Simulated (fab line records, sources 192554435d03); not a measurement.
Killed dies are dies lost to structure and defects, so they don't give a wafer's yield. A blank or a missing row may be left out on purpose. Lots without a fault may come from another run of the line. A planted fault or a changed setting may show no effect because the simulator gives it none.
fab line records | flow n5_finfet
record lots=6 wafers=18 last_day=20
route steps=1938 shown BEOL_M9@1416
lots that met no fault: from a run of the same line without faults
start_h: hours from the record's first day to the start of the lot's first wafer shown | wait_h: hours since the lot's step before | " the same as in the row above | L1.1+2: a row that stands for several wafers | - no value, or no start given | * or withheld: withheld | < > ~ a bound
route shown NAME@n: a module of which the file shows steps, and the number in the route of the first | usual: mean/standard deviation of fault-free wafers | same: alike in all rows | chamber/n: place in a boat | sites: the reading at each site | _std_site: their standard deviation | _edge_site: outer sites' mean less inner sites' | radius_mm: how far each site lies from the wafer's centre | mask NAME#n: copy n | behind: the tool/chamber that last shaped the wafer | hold: why the lot was held/for how many hours/how that ended | device: the transistor (n, p or np) that didn't switch | end of line: the same wafers' tests at the end of the route | a step without rows: its recipe alone | killed: dies lost to structure and defects at the first sort, not the wafer's yield | map: a wafer's dies, x killed, . not, _ none there
set.NAME: the setting as run; set.NAME@STEP: as run at that earlier step | model.NAME: the simulator's own value behind a step, which no gauge read
lots at some steps of the route; a table a step, a row a wafer
services: from which hour (start_h, from the record's first day; less than 0 if before it) a tool's chamber was out of use, for how many hours, and why
## steps
# step N5_BEOL_M9_INSPECT_13
# recipe mode=adi inspect_instrument=brightfield
# usual raw_defect_count=424/97
# columns lot.wafer tool chamber start_h wait_h raw_defect_count
L839.1 defect_inspect-01 - 247.33 0.0 464
L839.2 " - " " 450
L839.6 " - " " 702
L847.1 defect_inspect-01 - 321.84 0.0 399
L847.2 " - " " 301
L847.4 " - " " 399
L857.1 defect_inspect-02 - 335.66 0.0 485
L857.5 " - " " 553
L857.6 " - " " 442
L851.1 defect_inspect-01 - 336.15 0.0 548
L851.4 " - " " 397
L851.5 " - " " 438
L844.3 defect_inspect-02 - 397.31 0.0 315
L844.4 " - " " 379
L844.5 " - " " 280
L859.3 defect_inspect-01 - 412.97 0.0 378
L859.4 " - " " 345
L859.5 " - " " 431
# step N5_BEOL_M9_DESCUM_16
# recipe chemistry=O2 time_s=7.9 source_power_w=50 bias_power_w=20 pressure_mtorr=20 rf_frequency_hz=2.712e+07 temp_c=40 resist=CAR-ArF o2_flow_sccm=225
# step N5_BEOL_M9_ETCH_61
# recipe chemistry=CF4 target=SiARC target_depth_a=390 mask_material=CAR-ArF time_s=65 ion_energy_ev=80 pressure_mtorr=40 source_w=545 bias_w=36 Ar_flow_sccm=100 cf4_flow_sccm=100 ends=cleared
# step N5_BEOL_M9_ETCH_62
# recipe chemistry=N2/H2 target=SOC target_depth_a=1100 overetch_a=220 mask_material=SiARC temp_c=40 time_s=165 ion_energy_ev=200 pressure_mtorr=30 source_w=840 bias_w=150 n2_flow_sccm=200 h2_flow_sccm=200
# step N5_BEOL_M9_STRIP_68
# recipe chemistry=N2/H2 temp_c=40 n2_flow_sccm=200 h2_flow_sccm=200 rf_frequency_hz=6e+07
# step N5_BEOL_M9_STRIP_67
# recipe chemistry=CF4 resist=SiARC power_w=300 bias_power_w=75 pressure_mtorr=50 cf4_flow_sccm=150 rf_frequency_hz=6e+07
# usual drypump_motor_current_A=5.9/0.57 oes_product_au=0.79/0.069 rf_vpp_V=271.1/1.5 showerhead_plenum_p_Torr=1.79/0.056 throttle_valve_pct=13.68/0.2
# columns lot.wafer tool chamber start_h wait_h drypump_motor_current_A oes_product_au rf_hours_counter_h rf_vpp_V showerhead_plenum_p_Torr throttle_valve_pct
L839.1 rie_diel-03 2 247.60 0.0 5.0 0.75 165 272.9 1.86 13.69
L839.2 " 3 " " 5.3 0.86 59 271.9 1.82 13.57
L839.6 " 0 " " 5.5 0.71 - 271.3 1.78 13.93
L847.1 rie_diel-03 1 322.12 0.0 6.1 0.71 188 268.9 1.72 13.37
L847.2 " 0 " " 5.5 0.69 233 270.8 1.77 13.95
L847.4 " 3 " " 5.4 0.84 78 271.2 1.81 13.63
L857.1 rie_diel-01 1 336.06 0.0 6.3 0.73 191 269.3 1.79 13.74
L857.5 " 3 " " 6.0 0.86 - 270.5 1.75 13.61
L857.6 " 0 " " 6.6 0.76 - 269.8 1.73 13.94
L851.1 rie_diel-06 2 336.41 0.0 6.4 0.74 195 267.6 1.71 13.73
L851.4 " 1 " " 5.2 0.89 28 272.2 1.82 13.36
L851.5 " 3 " " 5.2 0.77 - 272.2 1.81 13.80
L844.3 rie_diel-03 3 397.69 0.0 5.4 0.81 101 272.8 1.81 13.66
L844.4 " 2 " " 5.0 0.71 - 272.8 1.85 13.78
L844.5 " 1 " " 6.1 0.70 - 267.6 1.71 13.41
L859.3 rie_diel-01 2 413.30 0.0 6.4 0.81 87 273.3 1.89 13.85
L859.4 " 0 " " 6.7 0.74 163 269.1 1.72 14.03
L859.5 " 3 " " 6.0 0.83 - 272.2 1.74 13.67
# step N5_BEOL_M9_HM_OPEN_17
# recipe chemistry=Cl2/BCl3 target_depth_a=200 overetch_a=60 target=TiN mask_material=SOC ion_energy_ev=150 pressure_mtorr=10 icp_w=1000 bias_w=126 Cl2_flow_sccm=53.25 bcl3_flow_sccm=21.75 Ar_flow_sccm=25
# step N5_BEOL_M9_STRIP_19
# recipe chemistry=O2 power_w=400 temp_c=40 pressure_mtorr=30 rf_frequency_hz=6e+07 bias_power_w=0 overash_fraction=0.2 o2_flow_sccm=225
# usual drypump_motor_current_A=5.9/0.57 oes_product_au=0.78/0.073 rf_vpp_V=3.6/0.56 showerhead_plenum_p_Torr=2.10/0.068 temp_c=40.00/0.1 throttle_valve_pct=16.80/0.19
# columns lot.wafer tool chamber start_h wait_h drypump_motor_current_A oes_product_au rf_hours_counter_h rf_vpp_V showerhead_plenum_p_Torr temp_c throttle_valve_pct
L839.1 rie_diel-06 2 247.75 0.1 6.4 0.76 167 3.5 2.00 40.07 16.75
L839.2 " 1 " " 5.2 1.01 0 3.0 2.15 40.09 16.46
L839.6 " 2 " " 6.4 0.75 - 4.8 2.00 40.11 16.76
L847.1 rie_diel-03 0 322.27 0.1 5.6 0.69 233 3.9 2.07 40.33 17.03
L847.2 " 2 " " 5.0 0.73 184 3.6 2.17 39.93 16.78
L847.4 " 3 " " 5.4 0.84 78 3.0 2.12 40.21 16.77
L857.1 rie_diel-03 3 336.46 0.3 5.4 0.85 82 3.5 2.12 39.97 16.76
L857.5 " 1 " " 6.1 0.71 - 2.7 2.00 40.15 16.43
L857.6 " 2 " " 5.0 0.72 - 3.9 2.17 40.15 16.78
L851.1 rie_diel-01 0 336.64 0.2 6.6 0.76 140 3.4 2.02 40.05 17.09
L851.4 " 3 " " 6.0 0.87 53 4.7 2.04 40.08 16.78
L851.5 " 2 " " 6.4 0.84 - 2.8 2.20 39.92 16.81
L844.3 rie_diel-01 3 397.92 0.1 6.0 0.84 71 3.2 2.04 40.03 16.82
L844.4 " 2 " " 6.4 0.81 81 3.6 2.20 39.88 16.85
L844.5 " 0 " " 6.6 0.74 - 4.4 2.01 40.16 17.14
L859.3 rie_diel-06 0 413.54 0.1 6.4 0.86 35 4.4 2.14 40.16 16.71
L859.4 " 3 " " 5.2 0.74 125 4.1 2.11 40.02 17.04
L859.5 " 0 " " 6.4 0.87 - 2.9 2.14 40.09 16.74
# step N5_BEOL_M9_CD_MEAS_18
# recipe pitch_nm=140 target_cd_nm=70
# usual cd_nm=70.1/0.48
# columns lot.wafer tool chamber start_h wait_h cd_nm
L839.1 cd_sem-02 - 247.82 0.0 70.1
L839.2 " - " " 69.8
L839.6 " - " " 70.4
L847.1 cd_sem-03 - 322.34 0.0 70.5
L847.2 " - " " 70.7
L847.4 " - " " 70.6
L857.1 cd_sem-02 - 336.53 0.0 70.6
L857.5 " - " " 70.0
L857.6 " - " " 70.5
L851.1 cd_sem-03 - 336.71 0.0 70.1
L851.4 " - " " 69.0
L851.5 " - " " 70.1
L844.3 cd_sem-02 - 397.99 0.1 69.4
L844.4 " - " " 69.6
L844.5 " - " " 70.5
L859.3 cd_sem-02 - 413.61 0.1 69.3
L859.4 " - " " 69.7
L859.5 " - " " 70.7
# step N5_BEOL_M9_COAT_63
# recipe resist=SOC temp_c=250 time_s=60 spin_rpm=1500 resist_thk_nm=60
# step N5_BEOL_M9_COAT_64
# recipe resist=SiARC temp_c=220 time_s=60 spin_rpm=1500 resist_thk_nm=12
# step N5_BEOL_M9_COAT_75
# recipe resist=underlayer temp_c=205 time_s=60 spin_rpm=1500 resist_thk_nm=5
# step N5_BEOL_M9_COAT_22
# recipe resist=CAR-EUV spin_rpm=1500 resist_thk_nm=30
# usual chill_plate_temp_C=22.99/0.1 spin_speed_rpm=1499.9/0.99
# columns lot.wafer tool chamber start_h wait_h chill_plate_temp_C spin_speed_rpm model.CAR-EUV_of_BEOL_M9_COAT_22.thk_nm
L839.1 litho_track-02 0 247.86 - 22.98 1499.7 30.2
L839.2 " 0 " " 23.03 1501.0 30.2
L839.6 " 0 " " 22.70 1500.9 30.2
L847.1 litho_track-02 0 322.39 - 22.94 1570.6 29.2
L847.2 " 0 " " 22.96 1568.8 29.2
L847.4 " 0 " " 22.90 1569.7 29.2
L851.1 litho_track-02 0 339.43 - 22.84 1569.0 29.2
L851.4 " 0 " " 23.02 1568.3 29.2
L851.5 " 0 " " 23.04 1568.6 29.2
L857.1 litho_track-03 0 339.43 - 22.97 1501.0 30
L857.5 " 0 " " 23.13 1499.9 29.8
L857.6 " 0 " " 22.88 1498.6 29.8
L844.3 litho_track-05 0 399.45 - 22.99 1500.5 29.8
L844.4 " 0 " " 23.01 1500.9 29.8
L844.5 " 0 " " 23.06 1500.0 30
L859.3 litho_track-05 0 417.47 - 22.92 1498.7 30
L859.4 " 0 " " 22.95 1499.2 30
L859.5 " 0 " " 22.96 1500.5 30
# step N5_BEOL_M9_EBR_24
# recipe solvent=PGMEA ebr_width_mm=1.5
# step N5_BEOL_M9_SOFTBAKE_23
# recipe temp_c=110 time_s=60 resist=CAR-EUV
# step N5_BEOL_M9_EXPOSE_25
# recipe mask_id=V8 na=0.33 source_shape=annular sigma_inner=0.4 sigma_outer=0.8 polarization=unpolarized dose_mj=37.25
# step N5_BEOL_M9_PEB_26
# recipe peb_temp_c=100 peb_time_s=60 resist=CAR-EUV
# step N5_BEOL_M9_DEVELOP_27
# recipe develop_time_s=30 developer=TMAH resist=CAR-EUV rinse_liquid=surfactant_rinse dry=air_spin dev_temp_c=23
# step N5_BEOL_M9_CD_MEAS_28
# recipe target_cd_nm=70 landing_energy_ev=500 detector=se_inlens polarity=opening
# usual cd_nm=70.01/0.23
# columns lot.wafer tool chamber start_h wait_h cd_nm
L839.1 cd_sem-02 0 248.12 - 69.72
L839.2 " 0 " " 70.02
L839.6 " 0 " " 70.26
L847.1 cd_sem-01 0 322.82 - 69.84
L847.2 " 0 " " 69.78
L847.4 " 0 " " 69.90
L851.1 cd_sem-02 0 339.68 - 70.08
L851.4 " 0 " " 69.96
L851.5 " 0 " " 70.07
L857.1 cd_sem-01 0 339.73 - 69.70
L857.5 " 0 " " 69.72
L857.6 " 0 " " 69.96
L844.3 cd_sem-03 0 399.91 - 69.84
L844.4 " 0 " " 70.18
L844.5 " 0 " " 70.00
L859.3 cd_sem-01 0 417.77 - 69.90
L859.4 " 0 " " 70.05
L859.5 " 0 " " 70.50
# step N5_BEOL_M9_OVL_MEAS_29
# recipe points_per_wafer=522
# usual V8_OVL=0.2/0.57
# columns lot.wafer tool chamber start_h wait_h V8_OVL[nm]
L839.1 overlay-02 0 248.15 0.0 0.2
L839.2 " 0 " " 1.2
L839.6 " 0 " " 0.7
L847.1 overlay-01 0 322.85 0.0 -0.7
L847.2 " 0 " " 0.2
L847.4 " 0 " " -0.4
L851.1 overlay-02 0 339.72 0.0 -0.2
L851.4 " 0 " " 0.5
L851.5 " 0 " " -1.0
L857.1 overlay-01 0 339.76 0.0 0.6
L857.5 " 0 " " -0.4
L857.6 " 0 " " -0.2
L844.3 overlay-01 0 399.95 0.0 1.2
L844.4 " 0 " " 0.0
L844.5 " 0 " " 0.9
L859.3 overlay-02 0 417.81 0.0 -0.8
L859.4 " 0 " " -0.2
L859.5 " 0 " " -0.1
# step N5_BEOL_M9_INSPECT_30
# recipe mode=adi inspect_instrument=brightfield
# usual raw_defect_count=430/110
# columns lot.wafer tool chamber start_h wait_h raw_defect_count
L839.1 defect_inspect-02 - 248.21 0.1 420
L839.2 " - " " 426
L839.6 " - " " 661
L847.1 defect_inspect-01 - 322.91 0.1 398
L847.2 " - " " 316
L847.4 " - " " 402
L851.1 defect_inspect-01 - 339.77 0.1 524
L851.4 " - " " 366
L851.5 " - " " 445
L857.1 defect_inspect-02 - 339.81 0.1 472
L857.5 " - " " 579
L857.6 " - " " 427
L844.3 defect_inspect-01 - 400.00 0.0 330
L844.4 " - " " 421
L844.5 " - " " 308
L859.3 defect_inspect-02 - 417.86 0.0 361
L859.4 " - " " 351
L859.5 " - " " 414
# step N5_BEOL_M9_DESCUM_33
# recipe chemistry=O2 time_s=7 source_power_w=50 bias_power_w=20 pressure_mtorr=20 rf_frequency_hz=2.712e+07 temp_c=40 resist=CAR-EUV o2_flow_sccm=225
# usual drypump_motor_current_A=5.9/0.57 oes_product_au=0.79/0.078 rf_vpp_V=243.1/1.3 showerhead_plenum_p_Torr=2.09/0.064 temp_c=39.99/0.12 throttle_valve_pct=20.56/0.21
# columns lot.wafer tool chamber start_h wait_h drypump_motor_current_A oes_product_au rf_hours_counter_h rf_vpp_V showerhead_plenum_p_Torr temp_c throttle_valve_pct
L839.1 rie_diel-01 3 248.24 0.0 6.0 0.91 25 241.4 2.05 39.97 20.52
L839.2 " 0 " " 6.6 0.79 111 242.3 2.03 40.04 20.84
L839.6 " 0 " " 6.6 0.78 - 241.6 2.03 39.94 20.85
L847.1 rie_diel-06 0 323.14 0.2 6.4 0.94 6 243.3 2.15 39.76 20.52
L847.2 " 3 " " 5.2 0.77 96 243.8 2.12 40.01 20.82
L847.4 " 2 " " 6.4 0.74 191 242.6 1.99 40.07 20.53
L851.1 rie_diel-06 2 339.91 0.1 6.4 0.72 196 241.0 1.99 40.15 20.56
L851.4 " 3 " " 5.2 0.77 101 243.7 2.12 39.98 20.82
L851.5 " 1 " " 5.2 0.89 - 244.6 2.14 40.03 20.28
L857.1 rie_diel-01 1 340.14 0.3 6.3 0.72 192 241.9 2.09 40.12 20.56
L857.5 " 0 " " 6.6 0.76 - 241.7 2.02 39.89 20.88
L857.6 " 3 " " 6.0 0.87 - 241.8 2.04 39.90 20.57
L844.3 rie_diel-06 0 400.03 0.0 6.4 0.86 31 243.8 2.14 40.01 20.55
L844.4 " 2 " " 6.4 0.72 215 242.3 1.98 39.96 20.57
L844.5 " 0 " " 6.4 0.87 - 244.3 2.14 40.03 20.56
L859.3 rie_diel-01 2 417.89 0.0 6.4 0.80 88 245.8 2.19 40.04 20.64
L859.4 " 0 " " 6.6 0.74 164 241.2 2.01 40.07 20.93
L859.5 " 0 " " 6.6 0.74 - 241.9 2.01 40.35 20.92
# step N5_BEOL_M9_ETCH_76
# recipe chemistry=N2/H2 target=underlayer target_depth_a=65 mask_material=CAR-EUV time_s=5.2 ion_energy_ev=200 pressure_mtorr=30 source_w=840 bias_w=150 n2_flow_sccm=200 h2_flow_sccm=200 ends=cleared
# usual drypump_motor_current_A=5.9/0.56 etch_rf_on_time_s=5.17/0.093 oes_product_au=0.67/0.069 rf_vpp_V=523.6/2.4 showerhead_plenum_p_Torr=2.53/0.079 throttle_valve_pct=17.98/0.18
# columns lot.wafer tool chamber start_h wait_h drypump_motor_current_A etch_rf_on_time_s oes_product_au rf_hours_counter_h rf_vpp_V showerhead_plenum_p_Torr throttle_valve_pct
L839.1 rie_diel-01 3 248.28 0.0 6.0 5.04 0.79 25 521.2 2.48 17.85
L839.2 " 0 " " 6.6 5.23 0.67 111 521.6 2.45 18.16
L839.6 " 0 " " 6.6 5.34 0.67 - 518.1 2.45 18.16
L847.1 rie_diel-06 0 323.18 0.0 6.4 4.95 0.80 6 524.5 2.60 17.91
L847.2 " 3 " " 5.2 5.18 0.65 96 522.8 2.56 18.18
L847.4 " 2 " " 6.4 5.19 0.63 191 520.0 2.42 18.02
L851.1 rie_diel-06 2 339.94 0.0 6.4 5.20 0.62 196 519.5 2.42 18.06
L851.4 " 3 " " 5.2 5.16 0.66 101 522.9 2.56 18.22
L851.5 " 1 " " 5.2 5.08 0.77 - 523.4 2.59 17.66
L857.1 rie_diel-01 1 340.17 0.0 6.3 5.16 0.60 192 524.2 2.52 17.94
L857.5 " 0 " " 6.6 5.21 0.65 - 520.3 2.44 18.22
L857.6 " 3 " " 6.0 5.01 0.74 - 522.7 2.47 17.89
L844.3 rie_diel-06 0 400.06 0.0 6.4 5.01 0.75 31 526.2 2.59 17.95
L844.4 " 2 " " 6.4 5.20 0.60 215 520.0 2.41 18.10
L844.5 " 0 " " 6.5 5.06 0.76 - 525.5 2.59 17.97
L859.3 rie_diel-01 2 417.93 0.0 6.4 5.00 0.69 88 528.6 2.68 18.20
L859.4 " 0 " " 6.6 5.24 0.62 164 520.4 2.43 18.27
L859.5 " 0 " " 6.6 5.28 0.63 - 520.1 2.43 18.27
# step N5_BEOL_M9_ETCH_65
# recipe chemistry=CF4 target=SiARC target_depth_a=156 mask_material=CAR-EUV time_s=26 ion_energy_ev=80 pressure_mtorr=40 source_w=545 bias_w=36 Ar_flow_sccm=100 cf4_flow_sccm=100 ends=cleared
# usual drypump_motor_current_A=5.9/0.56 etch_rf_on_time_s=25.9/0.44 oes_product_au=0.67/0.067 rf_vpp_V=184.0/1.2 showerhead_plenum_p_Torr=2.13/0.063 throttle_valve_pct=15.70/0.2
# columns lot.wafer tool chamber start_h wait_h drypump_motor_current_A etch_rf_on_time_s oes_product_au rf_hours_counter_h rf_vpp_V showerhead_plenum_p_Torr throttle_valve_pct model.CAR-EUV_of_BEOL_M9_COAT_22.thk_nm
L839.1 rie_diel-01 3 248.29 0.0 6.0 25.4 0.79 25 183.5 2.10 15.63 11.2
L839.2 " 0 " " 6.6 26.3 0.66 111 183.0 2.07 15.95 11.2
L839.6 " 0 " " 6.6 26.6 0.66 - 182.3 2.07 15.94 11.2
L847.1 rie_diel-06 0 323.19 0.0 6.4 25.5 0.80 6 185.7 2.20 15.60 10.4
L847.2 " 3 " " 5.2 26.0 0.66 96 185.5 2.15 15.84 10.4
L847.4 " 2 " " 6.4 26.4 0.63 191 183.2 2.05 15.76 10.4
L851.1 rie_diel-06 2 339.96 0.0 6.4 25.9 0.63 196 183.8 2.05 15.77 10.2
L851.4 " 3 " " 5.2 26.0 0.66 101 185.5 2.15 15.85 10.4
L851.5 " 1 " " 5.2 25.5 0.77 - 184.5 2.18 15.39 10.4
L857.1 rie_diel-01 1 340.19 0.0 6.3 26.2 0.62 192 183.5 2.13 15.71 11.2
L857.5 " 0 " " 6.6 26.2 0.64 - 181.9 2.06 15.99 11
L857.6 " 3 " " 6.0 25.4 0.74 - 184.3 2.09 15.68 11
L844.3 rie_diel-06 0 400.08 0.0 6.4 25.6 0.75 31 185.5 2.19 15.64 11
L844.4 " 2 " " 6.4 26.1 0.62 215 182.1 2.04 15.81 11
L844.5 " 0 " " 6.4 25.5 0.75 - 183.9 2.19 15.62 11
L859.3 rie_diel-01 2 417.94 0.0 6.4 25.7 0.68 88 185.6 2.25 15.88 11
L859.4 " 0 " " 6.6 26.6 0.62 164 182.3 2.06 16.05 11
L859.5 " 0 " " 6.6 26.5 0.62 - 183.1 2.06 16.05 11.2
# step N5_BEOL_M9_ETCH_66
# recipe chemistry=N2/H2 target=SOC target_depth_a=800 overetch_a=160 mask_material=SiARC temp_c=40 time_s=120 ion_energy_ev=200 pressure_mtorr=30 source_w=840 bias_w=150 n2_flow_sccm=200 h2_flow_sccm=200
# usual drypump_motor_current_A=5.9/0.57 oes_product_au=0.60/0.056 rf_vpp_V=523.5/2.3 showerhead_plenum_p_Torr=2.53/0.079 temp_c=40.03/0.11 throttle_valve_pct=17.93/0.18
# columns lot.wafer tool chamber start_h wait_h drypump_motor_current_A oes_product_au rf_hours_counter_h rf_vpp_V showerhead_plenum_p_Torr temp_c throttle_valve_pct
L839.1 rie_diel-01 3 248.32 0.0 6.0 0.69 25 521.9 2.48 40.35 17.80
L839.2 " 0 " " 6.6 0.59 111 522.4 2.45 40.01 18.12
L839.6 " 0 " " 6.7 0.60 - 520.6 2.45 40.15 18.12
L847.1 rie_diel-06 0 323.22 0.0 6.4 0.71 6 524.3 2.60 40.03 17.86
L847.2 " 3 " " 5.2 0.59 96 523.4 2.56 39.78 18.13
L847.4 " 2 " " 6.4 0.56 191 520.0 2.42 40.27 18.00
L851.1 rie_diel-06 2 339.99 0.0 6.4 0.56 196 521.9 2.42 40.05 17.99
L851.4 " 3 " " 5.2 0.59 101 523.7 2.56 40.11 18.16
L851.5 " 1 " " 5.2 0.68 - 525.6 2.59 40.13 17.61
L857.1 rie_diel-01 1 340.22 0.0 6.3 0.55 192 523.0 2.52 40.02 17.91
L857.5 " 0 " " 6.6 0.58 - 519.9 2.44 39.98 18.18
L857.6 " 3 " " 6.0 0.66 - 521.2 2.47 40.00 17.85
L844.3 rie_diel-06 0 400.11 0.0 6.4 0.66 31 525.1 2.59 40.17 17.90
L844.4 " 2 " " 6.4 0.55 215 520.1 2.41 40.10 18.04
L844.5 " 0 " " 6.5 0.66 - 524.8 2.59 40.09 17.88
L859.3 rie_diel-01 2 417.97 0.0 6.4 0.61 88 527.1 2.68 40.03 18.18
L859.4 " 0 " " 6.6 0.56 164 522.0 2.43 40.02 18.24
L859.5 " 0 " " 6.6 0.56 - 520.9 2.43 40.09 18.23
## services
# columns tool chamber start_h hours kind
rie_diel-01 2 247.05 9.9 repair
rie_diel-06 3 281.08 5.0 repair
litho_track-05 - 281.34 - consumable_replace:filter
rie_diel-06 1 284.55 4.9 repair
rie_diel-06 0 289.47 - clean
rie_diel-06 0 289.47 - consumable_replace:focus_ring
rie_diel-06 0 289.47 12.7 scheduled_down
rie_diel-06 0 289.47 12.7 vent_cycle
litho_track-02 - 291.75 - consumable_replace:filter
rie_diel-03 - 293.56 16.0 repair
rie_diel-03 0 385.10 - clean
rie_diel-03 0 385.10 - consumable_replace:focus_ring
rie_diel-03 0 385.10 14.8 scheduled_down
rie_diel-03 0 385.10 14.8 vent_cycle
rie_diel-03 - 403.77 0.4 repair
## key
first_sign step=N5_BEOL_M9_COAT_22 reading=spin_speed_rpm direction=up sigmas=70 usual=* struck=*
effect none on later readings
model_effect step=N5_BEOL_M9_COAT_22 value=CAR-EUV_of_BEOL_M9_COAT_22.thk_nm without=29.83 struck=29.2
model_effect step=N5_BEOL_M9_ETCH_65 value=CAR-EUV_of_BEOL_M9_COAT_22.thk_nm without=11 struck=10.37
met_at N5_BEOL_M9_COAT_22
struck_wafers L847.1,L847.2,L847.4,L851.1,L851.4,L851.5
onset_between 247.86 322.39
fault kind=process_parameter_drift tool=litho_track-02 chamber=- onset_h=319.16 steps=N5_BEOL_M9_COAT_22 channel=spin_rpm offset=* shape=step end_h=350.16 acts_in=* stated=*
